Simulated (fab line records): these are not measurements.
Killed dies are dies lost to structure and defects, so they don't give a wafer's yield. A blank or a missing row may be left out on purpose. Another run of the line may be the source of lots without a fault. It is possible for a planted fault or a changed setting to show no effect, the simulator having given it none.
fab line records	flow n5Finfet
[record] lots = 10	wafers = 29	lastDay = 17
route steps=1938 shown BEOL_M3@963 BEOL_M4@1111
lots with no fault: from the same line, run without faults
startH: hours from the record's opening day to when the first of the lot's shown wafers began	waitH: how many hours have passed since the lot's step before this one	" unchanged from the row above	L1.1+2: several wafers, shown together as one row	- either no value or no given start	* or withheld: withheld	< > ~ a bound
route shown NAME@n: NAME is a module with steps in the file, n the number in the route of the first one	usual: mean and standard deviation over wafers with no fault	same: alike in all rows	chamber/n: place in a boat	sites: readings site by site	_std_site: how widely they spread, as a standard deviation	_edge_site: the outer-site mean with the inner-site mean subtracted	radiusMm: for every site, how far away it sits from the centre of the wafer	mask NAME#n: copy n	behind: the tool/chamber that last shaped the wafer	hold: what put the lot on hold/how long, in hours/how the hold closed	device: the transistor (n, p or np) that didn't switch	end of line: tests of these same wafers at the route's end	a step given without rows: its recipe and nothing more	killed: dies that structure and defects cost at the first sort, which is not the same as the wafer's yield	map: a wafer's dies, x killed, . not, _ none there
set.NAME: the setting that was run; set.NAME@STEP: the one run at that earlier step	model.NAME: the simulator's own value behind a step, which no gauge read
steps of the route over a sample of lots; a table a step, a row a wafer
services: the hour from which a tool's chamber was out of use, counted from the record's first day as startH (under 0 if before that day), plus the number of hours and why
[[steps]]
[step N5_BEOL_M3_EXPOSE_25]
[recipe] maskId = V2	na = 0.33	sourceShape = quasar	sigmaInner = 0.2	sigmaOuter = 0.8	polarization = unpolarized	defocusNm = 5	doseMj = 63
[usual] exposureDoseMJCm2 = 62.87/0.11
lot.wafer	tool	chamber	startH	waitH	mask	exposureDoseMJCm2
L492.1	euvScanner-02	0	158.42	-	V2#0	62.86
L492.3	"	0	"	"	V2#0	62.89
L492.5	"	0	"	"	V2#0	62.81
L494.1	euvScanner-02	0	164.85	-	V2#0	62.83
L494.3	"	0	"	"	V2#0	62.83
L494.6	"	0	"	"	V2#0	62.75
L497.1	euvScanner-02	0	185.56	-	V2#0	62.71
L497.3	"	0	"	"	V2#0	62.77
L497.5	"	0	"	"	V2#0	62.76
L500.2	euvScanner-02	0	204.16	-	V2#0	67.00
L500.4	"	0	"	"	V2#0	66.98
L500.5	"	0	"	"	V2#0	66.97
L499.1	euvScanner-02	0	204.21	-	V2#0	66.92
L499.2	"	0	"	"	V2#0	67.01
L499.3	"	0	"	"	V2#0	66.98
L501.2	euvScanner-02	0	204.46	-	V2#0	65.44
L501.3	"	0	"	"	V2#0	65.52
L501.5	"	0	"	"	V2#0	65.47
L502.3	euvScanner-02	0	209.64	-	V2#0	64.89
L502.4	"	0	"	"	V2#0	64.91
L502.6	"	0	"	"	V2#0	64.93
L503.1	euvScanner-01	0	221.45	-	V2#0	63.08
L503.3	"	0	"	"	V2#0	63.01
L503.4	"	0	"	"	V2#0	63.07
L507.1	euvScanner-01	0	237.43	-	V2#0	62.87
L507.2	"	0	"	"	V2#0	62.85
L507.5	"	0	"	"	V2#0	62.91
L514.5	euvScanner-01	0	282.95	-	V2#0	62.95
L514.6	"	0	"	"	V2#0	62.94
[step N5_BEOL_M3_CD_MEAS_28]
[recipe] targetCdNm = 25.7	landingEnergyEv = 500	detector = seInlens	targetCdYNm = 23.3	polarity = opening
[usual] cdNm = 25.74/0.24
lot.wafer	tool	chamber	startH	waitH	cdNm
L492.1	cdSem-02	0	158.57	-	25.42
L492.3	"	0	"	"	25.65
L492.5	"	0	"	"	25.86
L494.1	cdSem-03	0	165.00	-	25.54
L494.3	"	0	"	"	25.74
L494.6	"	0	"	"	25.54
L497.1	cdSem-02	0	185.71	-	26.15
L497.3	"	0	"	"	26.19
L497.5	"	0	"	"	25.98
L500.2	cdSem-02	0	204.30	-	26.76
L500.4	"	0	"	"	27.00
L500.5	"	0	"	"	26.78
L499.1	cdSem-03	0	204.36	-	26.77
L499.2	"	0	"	"	26.89
L499.3	"	0	"	"	26.99
L501.2	cdSem-02	0	204.60	-	26.34
L501.3	"	0	"	"	27.11
L501.5	"	0	"	"	26.74
L502.3	cdSem-03	0	209.77	-	26.36
L502.4	"	0	"	"	26.03
L502.6	"	0	"	"	26.19
L503.1	cdSem-03	0	221.60	-	25.90
L503.3	"	0	"	"	25.63
L503.4	"	0	"	"	25.62
L507.1	cdSem-01	0	237.58	-	25.16
L507.2	"	0	"	"	26.00
L507.5	"	0	"	"	25.51
L514.5	cdSem-03	0	283.06	-	25.87
L514.6	"	0	"	"	26.20
[step N5_BEOL_M3_ETCH_77]
[recipe] chemistry = N2/H2	target = underlayer	targetDepthA = 65	maskMaterial = CAR-EUV	timeS = 5.2	ionEnergyEv = 200	pressureMtorr = 30	sourceW = 840	biasW = 150	n2FlowSccm = 200	h2FlowSccm = 200	ends = cleared
[usual] drypumpMotorCurrentA = 5.9/0.41	etchRfOnTimeS = 5.23/0.19	oesProductAu = 0.64/0.069	rfVppV = 524.5/2.5	showerheadPlenumPTorr = 2.56/0.083	throttleValvePct = 17.96/0.3
lot.wafer	tool	chamber	startH	waitH	drypumpMotorCurrentA	etchRfOnTimeS	oesProductAu	rfHoursCounterH	rfVppV	showerheadPlenumPTorr	throttleValvePct
L492.1	rieDiel-01	3	158.73	0.0	6.4	5.48	0.58	236	522.5	2.50	17.85
L492.3	"	2	"	"	5.5	5.02	0.75	56	523.8	2.60	18.32
L492.5	"	0	"	"	5.1	5.06	0.64	-	525.5	2.64	17.81
L494.1	rieDiel-01	2	165.15	0.0	5.4	5.02	0.75	59	526.7	2.60	18.32
L494.3	"	3	"	"	6.3	5.44	0.58	239	520.5	2.50	17.87
L494.6	"	2	"	"	5.4	4.99	0.74	-	524.7	2.60	18.31
L497.1	rieDiel-01	2	185.87	0.0	5.4	5.04	0.74	65	526.0	2.59	18.35
L497.3	"	1	"	"	5.6	5.29	0.58	250	524.1	2.50	17.92
L497.5	"	3	"	"	6.4	5.34	0.58	-	522.8	2.50	17.87
L500.2	rieDiel-03	1	204.46	0.0	5.7	5.43	0.61	178	524.1	2.52	18.14
L500.4	"	3	"	"	6.6	5.47	0.73	41	527.6	2.69	17.61
L500.5	"	2	"	"	6.4	5.17	0.62	-	522.5	2.51	17.69
L499.1	rieDiel-02	1	204.51	0.0	5.7	5.32	0.60	198	520.4	2.41	18.18
L499.2	"	3	"	"	5.8	5.05	0.60	218	522.9	2.50	18.46
L499.3	"	2	"	"	6.0	5.12	0.63	185	524.8	2.64	18.18
L501.2	rieDiel-03	0	204.75	0.0	6.1	5.50	0.63	167	525.3	2.63	17.58
L501.3	"	3	"	"	6.6	5.47	0.74	41	528.2	2.69	17.63
L501.5	"	2	"	"	6.4	5.17	0.62	-	525.7	2.51	17.70
L502.3	rieDiel-01	0	209.92	0.0	5.1	5.07	0.63	186	525.3	2.64	17.88
L502.4	"	0	"	"	5.1	5.08	0.63	-	525.3	2.64	17.86
L502.6	"	2	"	"	5.5	4.96	0.74	-	521.9	2.59	18.35
L503.1	rieDiel-03	0	221.91	0.0	6.1	5.60	0.62	171	526.5	2.63	17.58
L503.3	"	1	"	"	5.7	5.37	0.62	182	522.8	2.52	18.15
L503.4	"	2	"	"	6.4	5.19	0.62	178	524.4	2.51	17.70
L507.1	rieDiel-03	2	237.73	0.0	6.4	5.08	0.62	182	524.6	2.51	17.70
L507.2	"	3	"	"	6.6	5.49	0.73	49	529.1	2.69	17.63
L507.5	"	1	"	"	5.7	5.31	0.61	-	524.1	2.52	18.16
L514.5	rieDiel-02	3	283.22	0.0	5.8	5.04	0.58	-	521.7	2.49	18.47
L514.6	"	2	"	"	6.0	5.22	0.61	-	527.3	2.63	18.21
[step N5_BEOL_M3_ETCH_69]
[recipe] chemistry = CF4	target = SiARC	targetDepthA = 156	maskMaterial = CAR-EUV	timeS = 26	ionEnergyEv = 80	pressureMtorr = 40	sourceW = 545	biasW = 36	Ar_flow_sccm = 100	cf4FlowSccm = 100	ends = cleared
[usual] drypumpMotorCurrentA = 5.9/0.41	etchRfOnTimeS = 26.1/0.85	oesProductAu = 0.65/0.069	rfVppV = 184.3/1.1	showerheadPlenumPTorr = 2.16/0.061	throttleValvePct = 15.68/0.26
lot.wafer	tool	chamber	startH	waitH	drypumpMotorCurrentA	etchRfOnTimeS	oesProductAu	rfHoursCounterH	rfVppV	showerheadPlenumPTorr	throttleValvePct
L492.1	rieDiel-01	3	158.74	0.0	6.4	27.0	0.58	236	185.2	2.11	15.74
L492.3	"	2	"	"	5.4	25.3	0.75	56	185.2	2.16	15.69
L492.5	"	0	"	"	5.1	24.8	0.65	-	184.9	2.23	15.61
L494.1	rieDiel-01	2	165.17	0.0	5.5	25.5	0.75	59	183.0	2.16	15.67
L494.3	"	3	"	"	6.3	27.4	0.58	239	184.8	2.11	15.72
L494.6	"	2	"	"	5.5	25.3	0.75	-	185.7	2.16	15.68
L497.1	rieDiel-01	2	185.88	0.0	5.4	25.5	0.73	65	185.0	2.16	15.71
L497.3	"	1	"	"	5.7	26.4	0.58	250	183.5	2.09	15.50
L497.5	"	3	"	"	6.3	27.4	0.57	-	184.7	2.10	15.75
L500.2	rieDiel-03	1	204.47	0.0	5.7	26.6	0.61	178	184.6	2.13	15.90
L500.4	"	3	"	"	6.6	26.9	0.75	41	185.5	2.26	15.34
L500.5	"	2	"	"	6.4	26.0	0.62	-	183.9	2.14	15.68
L499.1	rieDiel-02	1	204.53	0.0	5.7	26.4	0.61	198	183.2	2.07	16.03
L499.2	"	3	"	"	5.7	25.9	0.58	218	184.2	2.10	16.03
L499.3	"	2	"	"	6.0	25.5	0.64	185	184.9	2.22	15.76
L501.2	rieDiel-03	0	204.77	0.0	6.1	26.9	0.62	167	186.0	2.22	15.51
L501.3	"	3	"	"	6.6	27.2	0.74	41	185.6	2.26	15.35
L501.5	"	2	"	"	6.4	25.7	0.62	-	184.8	2.14	15.68
L502.3	rieDiel-01	0	209.94	0.0	5.1	24.8	0.63	186	185.6	2.22	15.65
L502.4	"	0	"	"	5.1	24.9	0.62	-	185.5	2.22	15.66
L502.6	"	2	"	"	5.4	25.0	0.73	-	183.1	2.15	15.72
L503.1	rieDiel-03	0	221.93	0.0	6.1	27.2	0.63	171	183.8	2.21	15.52
L503.3	"	1	"	"	5.7	26.7	0.61	182	184.6	2.12	15.89
L503.4	"	2	"	"	6.4	25.7	0.63	178	184.0	2.14	15.68
L507.1	rieDiel-03	2	237.75	0.0	6.4	25.8	0.62	182	184.8	2.14	15.69
L507.2	"	3	"	"	6.6	27.4	0.73	49	186.0	2.25	15.38
L507.5	"	1	"	"	5.7	26.8	0.61	-	183.7	2.12	15.91
L514.5	rieDiel-02	3	283.26	0.0	5.8	25.8	0.58	-	183.7	2.10	16.07
L514.6	"	2	"	"	6.0	26.1	0.61	-	184.8	2.21	15.82
[step N5_BEOL_M3_ALD_98]
[recipe] material = SiO2	targetThkA = 25	tempC = 100	aldPrecursorFamily = BDEAS	aldCoReactant = O2-plasma	pulseTimeS = 1	coReactantPulseTimeS = 1	purgeTimeS = 2	coReactantPurgeTimeS = 2	aldCycles = 17	pressureTorr = 2
[usual] heaterPowerW = 77/10	precursorPulseHeightRel = 1.003/0.018
lot.wafer	tool	chamber	startH	waitH	heaterPowerW	precursorPulseHeightRel
L492.1	aldSin-04	1	159.32	0.5	69	1.041
L492.3	"	2	"	"	78	1.023
L492.5	"	2	"	"	76	0.979
L494.1	aldSin-02	0	165.25	0.1	89	0.979
L494.3	"	1	"	"	104	1.001
L494.6	"	3	"	"	78	0.970
L497.1	aldSin-02	2	185.99	0.1	74	1.003
L497.3	"	3	"	"	81	0.996
L497.5	"	2	"	"	72	0.985
L500.2	aldSin-02	0	204.72	0.2	87	0.999
L500.4	"	2	"	"	72	0.994
L500.5	"	1	"	"	105	1.029
L499.1	aldSin-02	0	204.82	0.3	89	1.003
L499.2	"	2	"	"	73	1.008
L499.3	"	3	"	"	79	0.975
L501.2	aldSin-02	3	204.91	0.1	80	1.004
L501.3	"	1	"	"	105	1.016
L501.5	"	2	"	"	72	1.008
L502.3	aldSin-03	3	210.23	0.3	69	1.000
L502.4	"	3	"	"	70	1.017
L502.6	"	1	"	"	69	1.014
L503.1	aldSin-04	2	222.12	0.2	77	0.996
L503.3	"	1	"	"	68	1.005
L503.4	"	3	"	"	66	1.012
L507.1	aldSin-02	1	237.83	0.1	107	1.012
L507.2	"	3	"	"	79	1.020
L507.5	"	1	"	"	103	1.030
L514.5	aldSin-02	3	283.49	0.2	77	0.992
L514.6	"	2	"	"	71	1.004
[step N5_BEOL_M4_RC_MEAS_101]
[usual] DIBL_N = 36.8/2.2	DIBL_P = 37.0/2.8	IOFF_N = 0.18/0.043	IOFF_P = 0.23/0.05	ION_N = 680/14	ION_P = 466/9.1	SS_N = 71.7/0.74	SS_P = 73.5/0.79	VT_N = 248/4	VT_P = -249/4.1
lot.wafer	tool	chamber	startH	waitH	DIBL_N[mV/V]	DIBL_P[mV/V]	IOFF_N[nA/um]	IOFF_P[nA/um]	ION_N[uA/um]	ION_P[uA/um]	SS_N[mV/dec]	SS_P[mV/dec]	VT_N[mV]	VT_P[mV]
L492.1	prober-02	0	177.57	0.0	37.8	36.7	0.16	0.19	666	450	71.9	73.9	249	-254
L492.3	"	0	"	"	34.9	33.9	0.13	0.17	677	462	69.7	73.0	252	-255
L492.5	"	0	"	"	38.9	38.6	0.19	0.23	688	463	71.8	73.7	248	-251
L494.1	prober-01	0	197.16	0.1	35.7	36.9	0.18	0.19	677	453	71.6	73.4	243	-254
L494.3	"	0	"	"	36.3	38.2	0.17	0.19	667	456	71.6	73.1	253	-253
L494.6	"	0	"	"	37.7	40.2	0.23	0.24	700	467	72.0	73.6	244	-250
L497.1	prober-02	0	205.15	0.0	38.0	36.7	0.21	0.23	690	468	71.7	73.6	246	-250
L497.3	"	0	"	"	39.4	38.2	0.22	0.24	699	469	72.1	74.7	249	-248
L497.5	"	0	"	"	34.8	32.6	0.13	0.16	684	462	71.1	72.6	253	-253
L499.1	prober-02	0	224.45	0.0	40.9	45.1	0.28	0.36	698	474	72.8	75.9	240	-244
L499.2	"	0	"	"	36.3	39.3	0.17	0.23	685	472	71.2	72.8	247	-251
L499.3	"	0	"	"	31.0	32.1	0.09	0.13	647	449	69.7	71.9	256	-257
L501.2	prober-02	0	230.72	0.2	40.1	39.8	0.20	0.30	671	470	72.0	74.3	249	-244
L501.3	"	0	"	"	38.5	38.5	0.19	0.28	681	477	71.6	73.3	246	-243
L501.5	"	0	"	"	42.5	42.6	0.27	0.36	700	479	73.1	74.9	244	-242
L500.2	prober-01	0	230.98	0.2	36.7	37.0	0.18	0.25	681	472	71.6	73.8	246	-245
L500.4	"	0	"	"	36.1	36.3	0.17	0.24	673	471	72.1	73.8	249	-248
L500.5	"	0	"	"	35.3	35.5	0.14	0.24	662	462	71.9	73.0	253	-246
L502.3	prober-02	0	232.91	0.3	34.7	34.0	0.14	0.24	676	480	70.9	73.9	251	-245
L502.4	"	0	"	"	41.5	41.0	0.31	0.40	701	489	72.6	74.7	239	-237
L502.6	"	0	"	"	35.7	35.2	0.15	0.25	664	473	70.8	72.8	253	-245
L503.1	prober-01	0	238.03	0.0	36.0	34.8	0.18	0.22	691	467	71.4	72.5	247	-250
L503.3	"	0	"	"	34.0	31.5	0.13	0.17	668	462	70.7	71.9	255	-251
L503.4	"	0	"	"	36.7	34.3	0.18	0.21	687	474	71.0	72.6	249	-248
L507.1	prober-02	0	255.22	0.0	38.0	35.6	0.16	0.18	675	453	71.6	73.2	249	-254
L507.2	"	0	"	"	38.0	37.6	0.18	0.21	678	454	72.3	73.6	249	-251
L507.5	"	0	"	"	34.9	31.6	0.12	0.13	662	448	71.6	72.1	254	-256
L514.5	prober-02	0	299.52	0.6	36.7	37.9	0.20	0.26	686	474	72.2	73.6	243	-244
L514.6	"	0	"	"	37.7	40.2	0.22	0.31	701	487	72.3	74.8	242	-241
[[services]]
tool	chamber	startH	hours	kind
rieDiel-01	0	140.58	7.1	repair
aldSin-04	0	141.81	9.5	repair
rieDiel-01	-	143.86	3.3	repair
rieDiel-03	1	147.36	3.3	repair
rieDiel-03	-	160.73	0.5	repair
aldSin-03	-	176.75	14.0	pm
euvScanner-02	-	176.76	1.0	pm
rieDiel-01	1	187.49	-	clean
rieDiel-01	1	187.49	-	consumableReplace:focusRing
rieDiel-01	1	187.49	23.4	scheduledDown
euvScanner-01	-	188.86	1.0	pm
rieDiel-03	-	198.08	1.1	repair
rieDiel-03	-	199.54	2.6	repair
euvScanner-01	-	200.38	4.6	pm
aldSin-03	0	207.35	4.5	repair
rieDiel-01	3	213.02	48.6	repair
rieDiel-03	0	216.61	2.9	repair
aldSin-03	0	219.36	18.2	repair
euvScanner-02	-	227.74	1.8	repair
euvScanner-02	-	232.91	1.0	pm
euvScanner-01	-	245.01	1.0	pm
aldSin-02	-	268.25	14.0	pm
euvScanner-02	-	269.28	4.6	pm
rieDiel-03	-	283.25	0.1	repair
[[key]]
[firstSign] step = N5_BEOL_M3_EXPOSE_25	reading = exposureDoseMJCm2	direction = up	sigmas = 29	usual = 62.87	struck = 66.08
[effect] step = N5_BEOL_M3_CD_MEAS_28	reading = cdNm	direction = up	sigmas = 3.8	usual = 25.74	struck = 26.66	through = controlLoop
metAt N5_BEOL_M3_EXPOSE_25
struckLots L499,L500,L501,L502
rowsEnd L500.2,L500.4,L500.5,L501.2,L501.3,L501.5
[loopTrim] step = N5_BEOL_M3_EXPOSE_25	setting = dose	lots = L501,L502
notActingAt N5_BEOL_M3_ETCH_77,N5_BEOL_M3_ETCH_69,N5_BEOL_M3_ALD_98
[fault] kind = processParameterDrift	tool = euvScanner-02	chamber = -	onsetH = 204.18	steps = N5_BEOL_M3_EXPOSE_25	channel = doseMj	offset = 4.202	shape = step	actsIn = theseRecipesOnly	stated = 63
// rowsEnd: these wafers met a further fault down the route, and their rows from its step on are left out
// loopTrim: a control loop set the setting to another value than it would have without faults
